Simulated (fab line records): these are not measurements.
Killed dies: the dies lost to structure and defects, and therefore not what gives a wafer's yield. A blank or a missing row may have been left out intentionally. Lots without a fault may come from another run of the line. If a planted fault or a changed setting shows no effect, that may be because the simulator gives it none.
Split-lot study	flow n5Finfet	21 wafers read from 7 lots, route of 1938 steps

SPLIT DETAILS
At N5_BEOL_M6_HM_DEP_02 (deposits TiN, target thk 20 nm), the setting targetThkA was moved away from the recipe's 200 angstrom on 4 of the 21 wafers read, by -6.3% to +11.4%. For the rest of the wafers, this setting stayed at what the recipe calls for.

The reading is taken at the split's own step.

THE READING
TiN_of_BEOL_M6_HM_DEP_02.thkNm (the simulator's own value, which no gauge read), in nm, at N5_BEOL_M6_HM_DEP_02 (deposits TiN, target thk 20 nm). The file does not state a usual value for it. Average 20.1 nm, standard deviation 0.22 nm, over the 17 wafers here run with the recipe.

wafer	tool, chamber at the split	targetThkA as run, angstrom	against the recipe	TiN_of_BEOL_M6_HM_DEP_02.thkNm, nm	against lot-mates on the recipe
L076.1	pvdSputter-03, -	200	recipe	19.8	-
L076.4	pvdSputter-03, -	200	recipe	19.8	-
L076.6	pvdSputter-03, -	200	recipe	19.8	-
L081.1	pvdSputter-02, -	222.8	+11.4%	22.4	+2.2
L081.2	pvdSputter-02, -	222.8	+11.4%	22.6	+2.4
L081.3	pvdSputter-02, -	200	recipe	20.2	-
L083.1	pvdSputter-03, -	200	recipe	20.2	-
L083.4	pvdSputter-03, -	200	recipe	20	-
L083.5	pvdSputter-03, -	200	recipe	20.4	-
L088.1	pvdSputter-03, -	200	recipe	20.2	-
L088.3	pvdSputter-03, -	200	recipe	20.2	-
L088.2	pvdSputter-03, -	200	recipe	20	-
L089.3	pvdSputter-01, -	200	recipe	20.2	-
L089.4	pvdSputter-01, -	187.3	-6.3%	19.2	-1.0
L089.6	pvdSputter-01, -	187.3	-6.3%	18.8	-1.4
L096.1	pvdSputter-01, -	200	recipe	20.4	-
L096.4	pvdSputter-01, -	200	recipe	20.4	-
L096.6	pvdSputter-01, -	200	recipe	20.4	-
L097.3	pvdSputter-01, -	200	recipe	19.8	-
L097.4	pvdSputter-01, -	200	recipe	20.2	-
L097.6	pvdSputter-01, -	200	recipe	20	-

THE FIT
A straight line over all 21 wafers: TiN_of_BEOL_M6_HM_DEP_02.thkNm changes by +0.2 nm for each +1% of targetThkA; r = +0.97; the points scatter about the line by 0.22 nm.
The same after taking each lot's own level away (the mean of its wafers on the recipe; 21 wafers): +0.198 nm for each +1%; r = +0.99; scatter 0.12 nm.
According to that fit, moving targetThkA by its largest amount changes the reading by 2.3 nm.
Measured against the standard deviation above, the lots' own levels, which go from 19.80 to 20.40 nm, span 2.8 times it.
So the lot-to-lot level changes the slope little: the two slopes agree.
Check: with one of the wafers moved furthest among these (+11.4%) left out of the fit, the line predicts +2.32 nm for it against its lot-mates. Against them it came out at +2.2 nm.

THESE WAFERS: OTHER SPLITS
These wafers also went through other splits before the reading. Each is held against what the fit with the lots' levels taken away leaves over:
other split on the same wafers	wafers away from the commonest value	r with TiN_of_BEOL_M6_HM_DEP_02.thkNm (lot level and that fit taken away)
N5_BEOL_M4_COAT_68 spinRpm	10	-0.20
N5_BEOL_M4_COAT_22 spinRpm	8	+0.25
N5_BEOL_M5_COAT_65 spinRpm	4	-0.32
N5_BEOL_M5_COAT_66 spinRpm	7	+0.12

FILE'S OWN FIT
TiN_of_BEOL_M6_HM_DEP_02.thkNm changes by +0.199 nm for each +1% of targetThkA, r = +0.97.
